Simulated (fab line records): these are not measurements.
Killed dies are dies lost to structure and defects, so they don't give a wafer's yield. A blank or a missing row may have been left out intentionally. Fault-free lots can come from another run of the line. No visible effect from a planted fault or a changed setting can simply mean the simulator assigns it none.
Chamber matching    flow n5-finfet    N5_BEOL_M14_CMP_49 on cmp-04 has 4 sister chambers
The step polishes, stops on SiO2, t overpolish 5.2 s, target thk 560 nm. 16 wafers are shown with their chamber, then 8 later ones without.

EACH WAFER AND ITS CHAMBER
wafer   chamber  motor-current-A (A)  time-to-endpoint-s (s)  barrier-field-endpoint-s (s)
L074.1  1        8.9                  116                     10.9
L074.2  0        7.4                  115                     10.9
L074.3  2        6.7                  123                     11.5
L075.1  2        6.8                  124                     11.3
L075.4  1        8.6                  116                     11.1
L075.6  2        7.1                  126                     11.6
L076.3  0        7.4                  117                     10.8
L076.4  3        8.7                  118                     11.2
L076.5  0        7.8                  117                     10.9
L078.2  3        8.1                  124                     11.6
L078.4  2        6.8                  132                     12.1
L078.5  0        7.3                  121                     11.3
L081.2  2        6.9                  125                     11.7
L081.3  0        7.1                  117                     11.2
L081.5  0        7.4                  116                     11.2
L086.3  2        6.9                  120                     11.8

SIGNATURES (averages over the wafers above)
reading                   chamber 0  chamber 1  chamber 2  chamber 3  scatter within a chamber
motor-current-A           7.400      8.750      6.867      8.400      0.22
time-to-endpoint-s        117.17     116.00     125.00     121.00     3.15
barrier-field-endpoint-s  11.050     11.000     11.667     11.400     0.24
Rule: a wafer's distance from a chamber is the root of the sum, over the readings, of the square of ((its reading less the chamber's mean) divided by the reading's scatter). If the next closest chamber is less than 2 further off than the closest, the wafer can't be placed; otherwise it belongs to the closest. How the scatter is found: for the shown wafers, subtract from each reading the mean of its chamber, square and add these, divide the total by (wafers less chambers), then take the root.

WAFERS WITHOUT THEIR CHAMBER
wafer   motor-current-A (A)  time-to-endpoint-s (s)  barrier-field-endpoint-s (s)
L086.4  8.5                  111                     11.3
L086.6  7.0                  112                     10.7
L089.2  8.9                  118                     11.1
L089.4  8.7                  118                     10.9
L089.5  7.5                  118                     11.2
L087.2  8.6                  118                     11.2
L087.3  7.5                  115                     11.2
L087.4  7.1                  127                     11.5

CHAMBER TAKEN BY EACH
wafer   from the rows above      in truth
L086.4  can't be placed: 1 or 3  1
L086.6  0                        0
L089.2  can't be placed: 1 or 3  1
L089.4  can't be placed: 1 or 3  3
L089.5  0                        0
L087.2  can't be placed: 1 or 3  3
L087.3  0                        0
L087.4  2                        2
4 of 8 placed correctly. Can't be placed from these rows: 4 (the true chamber is among the candidates in 4). Number placed wrongly: 0.
